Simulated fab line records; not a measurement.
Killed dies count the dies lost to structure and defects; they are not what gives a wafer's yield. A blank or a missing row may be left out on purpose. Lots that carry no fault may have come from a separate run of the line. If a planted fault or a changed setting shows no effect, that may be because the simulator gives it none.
fab line records	flow nand_harc
[record] lots = 24	wafers = 72	last_day = 33
route steps=1302 shown A_STAIRCASE@869 A_SGD_CUT@902 A_SLIT@933
lots that met no fault: taken from a fault-free run of the same line
start_h: hours from the record's first day to the start of the lot's first wafer shown	wait_h: time in hours since the lot's previous step	" same as the row above	L1.1+2: a single row standing in for several wafers	- either no value or no given start	* or withheld: withheld	< > ~ a bound
route shown NAME@n: names a module that has steps shown in the file, with the first one's number in the route	usual: mean and standard deviation over wafers with no fault	same: alike in all rows	chamber/n: place in a boat	sites: readings site by site	_std_site: the standard deviation of these	_edge_site: outer sites' mean less inner sites'	radius_mm: how far each site lies from the wafer's centre	mask NAME#n: copy n	behind: the last tool/chamber to shape the wafer	hold: why the lot was held/for how many hours/how that ended	device: whichever transistor did not switch (one of n, p or np)	end of line: at the end of the route, the tests of the same wafers	step lacking rows: just its recipe	killed: count of dies lost to structure and defects at first sort (not the wafer's yield)	map: shows each die of a wafer: x if killed, . if not, _ if none is there
set.NAME: the run value of the setting; set.NAME@STEP: its run value at that earlier step	model.NAME: the simulator's own value behind a step, which no gauge read
a sample of lots followed through the steps of the route, with each step as a table and each wafer as a row
services: the hour from which a tool's chamber was out of use, counted from the record's first day as start_h (under 0 if before that day), plus the number of hours and why
[[steps]]
[step NHARC_A_STAIRCASE_DESCUM_443]
[recipe] time_s = 3	o2_flow_sccm = 200	ar_flow_sccm = 0	bias_power_w = 0	chemistry = O2
[usual] drypump_motor_current_A = 5.6/0.52	oes_product_au = 0.998/0.0073	rf_vpp_V = 57.7/0.94	showerhead_plenum_p_Torr = 1.90/0.082	throttle_valve_pct = 11.310/0.0079
lot.wafer	tool	chamber	start_h	wait_h	drypump_motor_current_A	oes_product_au	rf_hours_counter_h	rf_vpp_V	showerhead_plenum_p_Torr	throttle_valve_pct
L074.1	rie_diel-13	3	421.77	-	5.3	0.994	25	58.0	1.83	11.302
L074.3	"	0	"	"	6.4	0.996	24	58.0	1.85	11.328
L074.5	"	2	"	"	5.2	0.996	-	56.5	1.87	11.310
L075.4	rie_diel-05	2	447.85	-	5.1	0.994	6	59.3	1.85	11.314
L075.3	"	0	"	"	5.4	1.002	7	56.0	1.88	11.302
L075.5	"	1	"	"	5.4	1.005	-	56.9	1.84	11.315
L076.2	rie_diel-13	0	453.33	-	6.4	1.002	32	57.7	1.85	11.306
L076.3	"	2	"	"	5.2	1.000	33	56.3	1.87	11.296
L076.6	"	0	"	"	6.4	1.000	-	56.4	1.85	11.317
L077.4	rie_diel-05	0	453.51	-	5.4	0.992	11	58.3	1.88	11.304
L077.2	"	2	"	"	5.1	1.010	11	56.9	1.85	11.311
L077.5	"	1	"	"	5.4	1.000	-	58.0	1.83	11.305
L078.4	rie_diel-13	0	467.76	-	6.4	0.998	37	57.7	1.85	11.315
L078.2	"	1	"	"	5.3	1.012	39	58.4	2.03	11.322
L078.6	"	2	"	"	5.2	0.998	-	57.0	1.87	11.315
L080.4	rie_diel-08	3	495.36	-	6.5	0.994	34	57.8	1.94	11.313
L080.5	"	3	"	"	6.4	1.011	-	57.1	1.94	11.299
L080.6	"	0	"	"	5.3	1.003	-	57.9	1.94	11.307
L079.2	rie_diel-05	1	495.53	-	5.4	1.004	28	57.3	1.83	11.316
L079.4	"	3	"	"	5.3	1.007	23	58.4	1.89	11.298
L079.1	"	0	"	"	5.4	0.997	27	56.5	1.88	11.314
L081.2	rie_diel-13	3	505.09	-	5.3	0.996	52	58.2	1.83	11.317
L081.1	"	1	"	"	5.3	1.003	53	58.7	2.03	11.296
L081.5	"	0	"	"	6.4	0.990	-	57.8	1.85	11.292
L082.1	rie_diel-08	1	523.20	-	6.6	0.991	40	57.5	1.79	11.327
L082.4	"	0	"	"	5.3	0.994	40	57.6	1.93	11.304
L082.5	"	2	"	"	5.6	0.990	-	58.6	2.06	11.316
L083.1	rie_diel-13	1	530.33	-	5.3	0.977	0	58.4	2.02	11.301
L083.3	"	2	"	"	5.2	0.986	0	58.3	1.86	11.310
L083.2	"	3	"	"	5.2	1.004	0	57.8	1.82	11.313
L084.1	rie_diel-13	2	533.79	-	5.2	1.003	4	58.5	1.86	11.306
L084.3	"	0	"	"	6.3	1.012	2	58.2	1.84	11.305
L084.5	"	2	"	"	5.2	1.001	-	58.6	1.86	11.325
L086.1	rie_diel-05	2	549.34	-	5.1	0.999	45	57.9	1.84	11.306
L086.3	"	0	"	"	5.4	1.007	50	58.2	1.87	11.318
L086.6	"	3	"	"	5.2	1.004	-	57.6	1.88	11.314
L085.1	rie_diel-13	1	549.97	-	5.3	0.998	10	58.4	2.02	11.317
L085.2	"	2	"	"	5.2	0.991	11	58.6	1.86	11.314
L085.5	"	0	"	"	6.4	1.001	-	57.7	1.84	11.308
L087.4	rie_diel-08	2	566.90	-	5.6	1.001	2	58.4	2.06	11.307
L087.3	"	0	"	"	5.3	1.006	2	58.1	1.93	11.305
L087.6	"	3	"	"	6.5	0.992	-	56.9	1.93	11.319
L088.2	rie_diel-05	2	567.08	-	5.1	1.000	52	57.4	1.84	11.306
L088.1	"	3	"	"	5.2	1.000	50	57.3	1.88	11.306
L088.6	"	0	"	"	5.4	0.996	-	57.5	1.87	11.303
L089.3	rie_diel-08	3	580.92	-	6.5	0.999	10	55.5	1.93	11.316
L089.1	"	0	"	"	5.3	1.003	8	58.5	1.93	11.318
L089.4	"	2	"	"	5.6	0.997	10	59.0	2.06	11.324
L090.3	rie_diel-13	1	581.13	-	5.3	0.996	20	57.9	2.02	11.303
L090.6	"	1	"	"	5.3	0.994	-	56.9	2.02	11.307
L090.5	"	2	"	"	5.2	0.991	-	56.0	1.85	11.309
L091.4	rie_diel-08	3	601.70	-	6.4	0.986	19	57.8	1.93	11.311
L091.3	"	0	"	"	5.3	0.998	17	56.4	1.93	11.323
L091.1	"	2	"	"	5.6	0.990	17	57.3	2.05	11.316
L093.2	rie_diel-13	3	601.85	-	5.2	0.996	27	59.1	1.81	11.304
L093.6	"	3	"	"	5.2	0.982	-	58.4	1.81	11.307
L093.5	"	0	"	"	6.4	0.989	-	57.4	1.83	11.318
L092.2	rie_diel-08	3	613.20	-	6.4	0.988	23	58.2	1.93	11.303
L092.3	"	1	"	"	6.5	0.992	16	55.9	1.78	11.295
L092.6	"	2	"	"	5.6	0.998	-	59.0	2.05	11.310
L094.3	rie_diel-08	2	628.33	-	5.6	1.004	25	57.9	2.05	11.305
L094.4	"	3	"	"	6.4	0.990	28	57.3	1.92	11.304
L094.6	"	3	"	"	6.4	1.000	-	59.2	1.92	11.317
L095.2	rie_diel-08	3	648.77	-	6.4	0.996	37	58.4	1.92	11.312
L095.4	"	0	"	"	5.3	0.998	32	57.9	1.92	11.315
L095.6	"	2	"	"	5.6	1.011	-	59.5	2.05	11.309
L096.4	rie_diel-13	1	648.92	-	5.3	0.996	46	58.5	2.01	11.296
L096.3	"	3	"	"	5.2	0.981	45	58.5	1.81	11.312
L096.6	"	1	"	"	5.3	0.994	-	59.6	2.01	11.297
L097.2	rie_diel-05	0	649.08	-	5.4	1.005	16	56.5	1.86	11.317
L097.3	"	1	"	"	5.4	0.999	13	56.7	1.81	11.310
L097.5	"	0	"	"	5.4	0.996	-	57.5	1.86	11.300
[step NHARC_A_STAIRCASE_INSPECT_155]
[usual] raw_defect_count = 422/120
lot.wafer	tool	chamber	start_h	wait_h	raw_defect_count
L074.1	defect_inspect-01	-	428.92	0.1	253
L074.3	"	-	"	"	414
L074.5	"	-	"	"	565
L075.3	defect_inspect-01	-	454.90	0.1	526
L075.4	"	-	"	"	486
L075.5	"	-	"	"	373
L076.2	defect_inspect-02	-	460.40	0.1	608
L076.3	"	-	"	"	499
L076.6	"	-	"	"	340
L077.2	defect_inspect-02	-	460.69	0.1	568
L077.4	"	-	"	"	373
L077.5	"	-	"	"	451
L078.2	defect_inspect-02	-	474.94	0.1	330
L078.4	"	-	"	"	330
L078.6	"	-	"	"	559
L080.4	defect_inspect-01	-	502.62	0.1	686
L080.5	"	-	"	"	521
L080.6	"	-	"	"	492
L079.1	defect_inspect-02	-	503.11	0.1	670
L079.2	"	-	"	"	814
L079.4	"	-	"	"	665
L081.1	defect_inspect-01	-	512.13	0.1	532
L081.2	"	-	"	"	522
L081.5	"	-	"	"	339
L082.1	defect_inspect-02	-	530.43	0.1	396
L082.4	"	-	"	"	378
L082.5	"	-	"	"	439
L083.1	defect_inspect-01	-	537.64	0.1	300
L083.2	"	-	"	"	389
L083.3	"	-	"	"	348
L084.1	defect_inspect-01	-	541.16	0.1	453
L084.3	"	-	"	"	460
L084.5	"	-	"	"	475
L086.1	defect_inspect-01	-	556.74	0.1	342
L086.3	"	-	"	"	457
L086.6	"	-	"	"	334
L085.1	defect_inspect-01	-	557.07	0.1	371
L085.2	"	-	"	"	460
L085.5	"	-	"	"	377
L087.3	defect_inspect-02	-	573.95	0.1	445
L087.4	"	-	"	"	370
L087.6	"	-	"	"	312
L088.1	defect_inspect-01	-	574.11	0.1	431
L088.2	"	-	"	"	507
L088.6	"	-	"	"	350
L089.1	defect_inspect-01	-	587.99	0.1	400
L089.3	"	-	"	"	534
L089.4	"	-	"	"	403
L090.3	defect_inspect-01	-	588.50	0.1	342
L090.5	"	-	"	"	591
L090.6	"	-	"	"	320
L091.1	defect_inspect-02	-	608.71	0.1	325
L091.3	"	-	"	"	801
L091.4	"	-	"	"	338
L093.2	defect_inspect-01	-	608.99	0.1	438
L093.5	"	-	"	"	351
L093.6	"	-	"	"	342
L092.2	defect_inspect-02	-	620.34	0.1	538
L092.3	"	-	"	"	169
L092.6	"	-	"	"	274
L094.3	defect_inspect-02	-	635.42	0.1	401
L094.4	"	-	"	"	292
L094.6	"	-	"	"	341
L095.2	defect_inspect-02	-	655.98	0.1	453
L095.4	"	-	"	"	395
L095.6	"	-	"	"	375
L096.3	defect_inspect-01	-	656.07	0.1	183
L096.4	"	-	"	"	255
L096.6	"	-	"	"	197
L097.2	defect_inspect-02	-	656.22	0.1	414
L097.3	"	-	"	"	476
L097.5	"	-	"	"	468
[step NHARC_A_SGD_CUT_OVL_MEAS_10]
[usual] overlay_x_nm = 0.2/0.97	overlay_y_nm = -0.2/0.83
lot.wafer	tool	chamber	start_h	wait_h	overlay_x_nm	overlay_y_nm
L074.1	overlay-01	-	429.76	-	0.6	-0.6
L074.3	"	-	"	"	0.1	-0.4
L074.5	"	-	"	"	0.0	-0.5
L075.3	overlay-02	-	455.78	-	-0.5	-1.4
L075.4	"	-	"	"	-0.2	-1.6
L075.5	"	-	"	"	0.0	-2.2
L076.2	overlay-02	-	461.20	-	0.2	0.6
L076.3	"	-	"	"	0.1	1.0
L076.6	"	-	"	"	0.4	0.5
L077.2	overlay-01	-	461.56	-	-0.5	-0.5
L077.4	"	-	"	"	-0.6	-0.7
L077.5	"	-	"	"	-0.5	-0.9
L078.2	overlay-01	-	475.83	-	2.2	0.8
L078.4	"	-	"	"	2.0	0.7
L078.6	"	-	"	"	2.0	0.7
L080.4	overlay-02	-	503.50	-	-0.3	-1.4
L080.5	"	-	"	"	0.2	-1.6
L080.6	"	-	"	"	-0.2	-1.8
L079.1	overlay-02	-	503.99	-	-1.3	0.7
L079.2	"	-	"	"	-1.5	0.9
L079.4	"	-	"	"	-1.9	0.8
L081.1	overlay-01	-	513.01	-	0.9	-1.0
L081.2	"	-	"	"	0.5	-0.7
L081.5	"	-	"	"	0.7	-0.5
L082.1	overlay-02	-	531.50	-	0.1	-0.6
L082.4	"	-	"	"	0.3	-1.0
L082.5	"	-	"	"	0.0	-0.7
L083.1	overlay-02	-	538.51	-	1.5	0.3
L083.2	"	-	"	"	1.4	-0.2
L083.3	"	-	"	"	1.5	0.5
L084.1	overlay-01	-	542.12	-	-1.4	1.2
L084.3	"	-	"	"	-1.1	0.7
L084.5	"	-	"	"	-1.0	0.8
L086.1	overlay-02	-	557.49	-	-1.3	1.0
L086.3	"	-	"	"	-1.4	0.7
L086.6	"	-	"	"	-1.1	0.6
L085.1	overlay-01	-	558.34	-	-0.1	-0.5
L085.2	"	-	"	"	0.2	-0.2
L085.5	"	-	"	"	0.2	0.1
L087.3	overlay-02	-	574.71	-	0.5	0.5
L087.4	"	-	"	"	0.6	0.2
L087.6	"	-	"	"	0.5	0.4
L088.1	overlay-01	-	574.98	-	-0.1	-2.0
L088.2	"	-	"	"	-0.1	-1.6
L088.6	"	-	"	"	0.0	-1.5
L089.1	overlay-02	-	588.74	-	0.8	-0.4
L089.3	"	-	"	"	1.2	-0.5
L089.4	"	-	"	"	1.3	-0.7
L090.3	overlay-02	-	589.37	-	-0.1	-0.5
L090.5	"	-	"	"	0.1	-0.8
L090.6	"	-	"	"	0.5	-0.5
L091.1	overlay-01	-	609.58	-	1.5	0.6
L091.3	"	-	"	"	1.5	0.9
L091.4	"	-	"	"	2.4	0.0
L093.2	overlay-02	-	609.86	-	0.2	-0.4
L093.5	"	-	"	"	0.0	-0.2
L093.6	"	-	"	"	0.5	-0.2
L092.2	overlay-02	-	621.21	-	-0.8	-0.4
L092.3	"	-	"	"	-1.0	-0.2
L092.6	"	-	"	"	-1.0	-0.2
L094.3	overlay-02	-	636.17	-	1.7	0.7
L094.4	"	-	"	"	2.1	0.7
L094.6	"	-	"	"	1.6	0.3
L095.2	overlay-01	-	656.73	-	0.6	0.8
L095.4	"	-	"	"	0.9	0.7
L095.6	"	-	"	"	1.0	0.2
L096.3	overlay-02	-	656.94	-	-0.6	-1.0
L096.4	"	-	"	"	0.0	-1.6
L096.6	"	-	"	"	-0.4	-1.2
L097.2	overlay-02	-	657.12	-	-0.6	-0.6
L097.3	"	-	"	"	-1.0	-0.2
L097.5	"	-	"	"	-0.7	-0.5
[step NHARC_A_SGD_CUT_INSPECT_11]
[usual] raw_defect_count = 53/33
lot.wafer	tool	chamber	start_h	wait_h	raw_defect_count
L074.1	defect_inspect-01	-	429.80	0.0	15
L074.3	"	-	"	"	18
L074.5	"	-	"	"	17
L075.3	defect_inspect-01	-	455.82	0.0	56
L075.4	"	-	"	"	53
L075.5	"	-	"	"	54
L076.2	defect_inspect-02	-	461.23	0.0	22
L076.3	"	-	"	"	15
L076.6	"	-	"	"	8
L077.2	defect_inspect-02	-	461.60	0.0	137
L077.4	"	-	"	"	107
L077.5	"	-	"	"	103
L078.2	defect_inspect-01	-	475.86	0.0	60
L078.4	"	-	"	"	59
L078.6	"	-	"	"	72
L080.4	defect_inspect-02	-	503.53	0.0	120
L080.5	"	-	"	"	123
L080.6	"	-	"	"	100
L079.1	defect_inspect-01	-	504.03	0.0	58
L079.2	"	-	"	"	69
L079.4	"	-	"	"	50
L081.1	defect_inspect-01	-	513.05	0.0	56
L081.2	"	-	"	"	85
L081.5	"	-	"	"	80
L082.1	defect_inspect-02	-	531.54	0.0	19
L082.4	"	-	"	"	35
L082.5	"	-	"	"	25
L083.1	defect_inspect-01	-	538.55	0.0	63
L083.2	"	-	"	"	46
L083.3	"	-	"	"	57
L084.1	defect_inspect-01	-	542.16	0.0	78
L084.3	"	-	"	"	85
L084.5	"	-	"	"	95
L086.1	defect_inspect-01	-	557.53	0.0	9
L086.3	"	-	"	"	14
L086.6	"	-	"	"	19
L085.1	defect_inspect-02	-	558.38	0.0	74
L085.2	"	-	"	"	89
L085.5	"	-	"	"	84
L087.3	defect_inspect-02	-	574.74	0.0	16
L087.4	"	-	"	"	17
L087.6	"	-	"	"	11
L088.1	defect_inspect-01	-	575.02	0.0	54
L088.2	"	-	"	"	41
L088.6	"	-	"	"	52
L089.1	defect_inspect-02	-	588.77	0.0	20
L089.3	"	-	"	"	18
L089.4	"	-	"	"	24
L090.3	defect_inspect-01	-	589.41	0.0	45
L090.5	"	-	"	"	54
L090.6	"	-	"	"	45
L091.1	defect_inspect-01	-	609.62	0.0	52
L091.3	"	-	"	"	56
L091.4	"	-	"	"	63
L093.2	defect_inspect-02	-	609.90	0.0	98
L093.5	"	-	"	"	95
L093.6	"	-	"	"	93
L092.2	defect_inspect-01	-	621.25	0.0	30
L092.3	"	-	"	"	26
L092.6	"	-	"	"	16
L094.3	defect_inspect-02	-	636.21	0.0	64
L094.4	"	-	"	"	80
L094.6	"	-	"	"	74
L095.2	defect_inspect-02	-	656.77	0.0	31
L095.4	"	-	"	"	36
L095.6	"	-	"	"	25
L096.3	defect_inspect-01	-	656.98	0.0	8
L096.4	"	-	"	"	8
L096.6	"	-	"	"	7
L097.2	defect_inspect-01	-	657.15	0.0	78
L097.3	"	-	"	"	100
L097.5	"	-	"	"	81
[step NHARC_A_SGD_CUT_STRIP_28]
[recipe] time_s = 20	o2_flow_sccm = 500	ar_flow_sccm = 0	bias_w = 0	chemistry = O2
[usual] drypump_motor_current_A = 5.6/0.39	oes_product_au = 1.002/0.0085	rf_vpp_V = 57.6/0.9	showerhead_plenum_p_Torr = 3.50/0.13	throttle_valve_pct = 17.037/0.0083
lot.wafer	tool	chamber	start_h	wait_h	drypump_motor_current_A	oes_product_au	rf_hours_counter_h	rf_vpp_V	showerhead_plenum_p_Torr	throttle_valve_pct
L074.3	rie_diel-02	0	-	-	5.7	1.003	3	57.2	3.42	17.031
L074.1	"	1	"	"	5.7	0.993	3	57.3	3.61	17.041
L074.5	"	3	"	"	5.8	0.994	-	58.2	3.55	17.034
L075.3	rie_diel-02	2	462.83	0.2	5.0	0.995	6	57.4	3.31	17.040
L075.5	"	2	"	"	5.0	0.994	-	57.5	3.31	17.032
L075.4	"	0	"	"	5.7	1.006	-	57.5	3.42	17.043
L076.2	rie_diel-11	2	468.24	0.1	6.6	0.991	2	57.3	3.42	17.033
L076.3	"	3	"	"	5.6	0.982	1	56.9	3.62	17.035
L076.6	"	2	"	"	6.6	1.004	-	57.2	3.43	17.043
L077.2	rie_diel-02	0	468.25	0.2	5.7	1.007	6	57.4	3.42	17.038
L077.4	"	0	"	"	5.7	1.014	-	57.5	3.42	17.053
L077.5	"	1	"	"	5.7	0.991	-	57.3	3.60	17.044
L078.2	rie_diel-02	2	482.87	0.1	5.0	0.994	7	57.3	3.31	17.028
L078.4	"	0	"	"	5.7	1.006	-	57.9	3.42	17.023
L078.6	"	1	"	"	5.6	0.986	-	58.2	3.60	17.039
L080.4	rie_diel-11	3	-	-	5.6	1.000	2	58.4	3.62	17.033
L080.5	"	1	"	"	5.8	1.002	-	56.9	3.43	17.041
L080.6	"	2	"	"	6.6	1.001	-	58.7	3.42	17.026
L079.2	rie_diel-02	0	510.63	0.1	5.7	1.002	9	56.0	3.42	17.038
L079.1	"	1	"	"	5.7	0.993	9	57.7	3.60	17.031
L079.4	"	2	"	"	5.0	1.005	-	56.0	3.31	17.040
L081.1	rie_diel-02	2	-	-	5.0	1.002	10	57.3	3.31	17.033
L081.2	"	3	"	"	5.8	0.999	3	58.8	3.55	17.038
L081.5	"	0	"	"	5.7	1.007	-	55.9	3.42	17.035
L082.4	rie_diel-11	1	-	-	5.8	1.002	4	56.5	3.43	17.036
L082.1	"	3	"	"	5.6	1.014	3	59.4	3.62	17.036
L082.5	"	0	"	"	5.1	0.994	-	58.8	3.61	17.032
L083.2	rie_diel-09	0	-	-	5.9	1.018	3	58.1	3.75	17.034
L083.3	"	1	"	"	5.4	1.018	3	56.9	3.32	17.033
L083.1	"	2	"	"	5.9	1.016	4	58.1	3.61	17.024
L084.3	rie_diel-11	2	-	-	6.6	1.004	4	57.5	3.42	17.035
L084.1	"	0	"	"	5.1	0.996	4	57.2	3.61	17.036
L084.5	"	2	"	"	6.6	0.994	-	57.9	3.42	17.041
L085.1	rie_diel-09	1	-	-	5.4	1.004	5	57.5	3.32	17.051
L085.2	"	2	"	"	5.9	1.003	6	57.8	3.60	17.029
L085.5	"	3	"	"	5.2	1.006	-	56.1	3.53	17.029
L086.1	rie_diel-02	2	564.02	0.2	5.0	1.002	12	55.5	3.31	17.022
L086.3	"	3	"	"	5.8	0.999	5	59.0	3.55	17.026
L086.6	"	2	"	"	5.0	1.003	-	57.5	3.31	17.043
L088.1	rie_diel-02	3	-	-	5.8	1.003	0	57.1	3.55	17.029
L088.2	"	0	"	"	5.7	1.006	0	58.1	3.42	17.034
L088.6	"	3	"	"	5.8	0.997	-	58.8	3.55	17.045
L087.4	rie_diel-11	2	-	-	6.6	0.996	7	58.8	3.42	17.017
L087.3	"	0	"	"	5.1	0.993	6	58.0	3.61	17.055
L087.6	"	1	"	"	5.7	1.006	-	57.1	3.43	17.050
L089.1	rie_diel-02	1	-	-	5.7	1.002	1	58.4	3.60	17.045
L089.4	"	2	"	"	5.0	1.006	1	57.6	3.31	17.038
L089.3	"	0	"	"	5.7	0.998	1	57.6	3.41	17.048
L090.3	rie_diel-09	0	-	-	5.9	1.022	6	58.4	3.75	17.049
L090.5	"	3	"	"	5.2	1.008	-	57.3	3.53	17.035
L090.6	"	0	"	"	5.9	1.017	-	58.1	3.75	17.038
L093.2	rie_diel-09	3	-	-	5.3	1.004	9	56.3	3.53	17.041
L093.6	"	0	"	"	5.9	1.007	-	58.3	3.75	17.016
L093.5	"	1	"	"	5.5	1.001	-	56.8	3.32	17.035
L091.4	rie_diel-02	0	-	-	5.8	1.008	2	58.7	3.41	17.040
L091.1	"	1	"	"	5.6	1.006	2	57.7	3.60	17.042
L091.3	"	3	"	"	5.8	0.997	2	57.8	3.55	17.034
L092.3	rie_diel-02	1	627.86	0.1	5.6	0.995	3	58.2	3.60	17.040
L092.2	"	0	"	"	5.7	1.008	3	57.0	3.41	17.044
L092.6	"	1	"	"	5.6	0.996	-	58.8	3.60	17.030
L094.4	rie_diel-09	3	-	-	5.2	0.990	11	57.8	3.53	17.039
L094.3	"	1	"	"	5.4	1.003	10	56.7	3.32	17.044
L094.6	"	3	"	"	5.2	0.996	-	58.2	3.53	17.047
L096.4	rie_diel-09	0	-	-	5.9	1.011	12	59.6	3.74	17.045
L096.3	"	2	"	"	5.9	1.009	14	57.5	3.60	17.020
L096.6	"	0	"	"	5.9	1.015	-	57.4	3.74	17.030
L095.2	rie_diel-02	1	-	-	5.7	1.014	6	59.0	3.60	17.029
L095.4	"	2	"	"	5.0	1.006	6	56.6	3.30	17.035
L095.6	"	3	"	"	5.7	1.003	-	57.4	3.55	17.022
L097.2	rie_diel-11	0	-	-	5.1	1.019	4	57.5	3.61	17.040
L097.3	"	1	"	"	5.7	1.006	3	58.3	3.43	17.038
L097.5	"	0	"	"	5.1	1.013	-	57.5	3.61	17.036
[step NHARC_A_SLIT_CD_MEAS_09]
[recipe] target_cd_nm = 300	landing_energy_ev = 500
[usual] cd_nm = 300.1/0.47
lot.wafer	tool	chamber	start_h	wait_h	cd_nm
L074.1	cd_sem-02	0	444.09	-	300.2
L074.3	"	0	"	"	300.2
L074.5	"	0	"	"	300.8
L075.3	cd_sem-01	0	467.82	-	300.0
L075.4	"	0	"	"	299.7
L075.5	"	0	"	"	299.9
L076.2	cd_sem-01	0	474.41	-	300.1
L076.3	"	0	"	"	300.0
L076.6	"	0	"	"	300.3
L077.2	cd_sem-01	0	476.11	-	301.0
L077.4	"	0	"	"	300.8
L077.5	"	0	"	"	300.8
L078.2	cd_sem-02	0	488.50	-	299.6
L078.4	"	0	"	"	299.3
L078.6	"	0	"	"	300.5
L080.4	cd_sem-02	0	517.10	-	299.6
L080.5	"	0	"	"	299.5
L080.6	"	0	"	"	299.4
L079.1	cd_sem-03	0	517.26	-	299.7
L079.2	"	0	"	"	300.5
L079.4	"	0	"	"	300.3
L081.1	cd_sem-01	0	526.58	-	300.3
L081.2	"	0	"	"	300.1
L081.5	"	0	"	"	299.7
L082.1	cd_sem-03	0	546.15	-	300.4
L082.4	"	0	"	"	300.4
L082.5	"	0	"	"	300.7
L083.1	cd_sem-01	0	550.57	-	300.1
L083.2	"	0	"	"	299.8
L083.3	"	0	"	"	299.7
L084.1	cd_sem-03	0	553.73	-	300.7
L084.3	"	0	"	"	300.0
L084.5	"	0	"	"	300.7
L085.1	cd_sem-02	0	572.72	-	299.7
L085.2	"	0	"	"	299.9
L085.5	"	0	"	"	300.3
L086.1	cd_sem-01	0	573.40	-	300.8
L086.3	"	0	"	"	300.2
L086.6	"	0	"	"	300.5
L088.1	cd_sem-03	0	589.52	-	299.8
L088.2	"	0	"	"	299.6
L088.6	"	0	"	"	299.6
L087.3	cd_sem-01	0	590.50	-	300.1
L087.4	"	0	"	"	300.1
L087.6	"	0	"	"	299.5
L089.1	cd_sem-03	0	600.57	-	299.8
L089.3	"	0	"	"	299.5
L089.4	"	0	"	"	299.8
L090.3	cd_sem-01	0	600.73	-	300.7
L090.5	"	0	"	"	300.1
L090.6	"	0	"	"	300.1
L093.2	cd_sem-03	0	621.01	-	300.8
L093.5	"	0	"	"	300.2
L093.6	"	0	"	"	301.2
L091.1	cd_sem-01	0	624.37	-	299.6
L091.3	"	0	"	"	300.0
L091.4	"	0	"	"	299.7
L092.2	cd_sem-03	0	633.32	-	300.2
L092.3	"	0	"	"	299.6
L092.6	"	0	"	"	299.7
L094.3	cd_sem-01	0	648.09	-	300.1
L094.4	"	0	"	"	300.2
L094.6	"	0	"	"	300.1
L096.3	cd_sem-03	0	668.72	-	299.5
L096.4	"	0	"	"	299.8
L096.6	"	0	"	"	299.8
L095.2	cd_sem-01	0	668.87	-	299.8
L095.4	"	0	"	"	300.0
L095.6	"	0	"	"	300.0
L097.2	cd_sem-01	0	672.53	-	300.0
L097.3	"	0	"	"	300.0
L097.5	"	0	"	"	300.0
[[services]]
tool	chamber	start_h	hours	kind
rie_diel-09	0	397.94	4.3	repair
rie_diel-05	-	404.84	0.2	repair
rie_diel-05	-	406.60	9.0	pm
rie_diel-02	3	409.92	9.0	repair
rie_diel-09	-	431.86	0.5	repair
rie_diel-11	-	432.50	9.0	pm
rie_diel-09	0	434.81	9.8	repair
rie_diel-02	3	440.11	72.5	repair
rie_diel-13	-	440.58	1.6	repair
rie_diel-13	0	459.08	2.6	repair
rie_diel-11	0	467.72	5.8	repair
rie_diel-11	3	475.57	21.6	repair
rie_diel-09	-	497.18	9.0	pm
rie_diel-13	-	520.02	9.0	pm
rie_diel-02	1	539.04	27.3	repair
rie_diel-08	-	544.82	9.0	pm
rie_diel-02	-	570.88	9.0	pm
rie_diel-05	-	583.60	9.0	pm
rie_diel-11	-	609.50	9.0	pm
rie_diel-02	3	625.92	10.3	repair
rie_diel-02	3	637.37	7.6	repair
rie_diel-11	3	648.10	7.6	repair
rie_diel-09	0	648.35	3.2	repair
rie_diel-13	0	652.35	1.4	repair
[[key]]
fault none
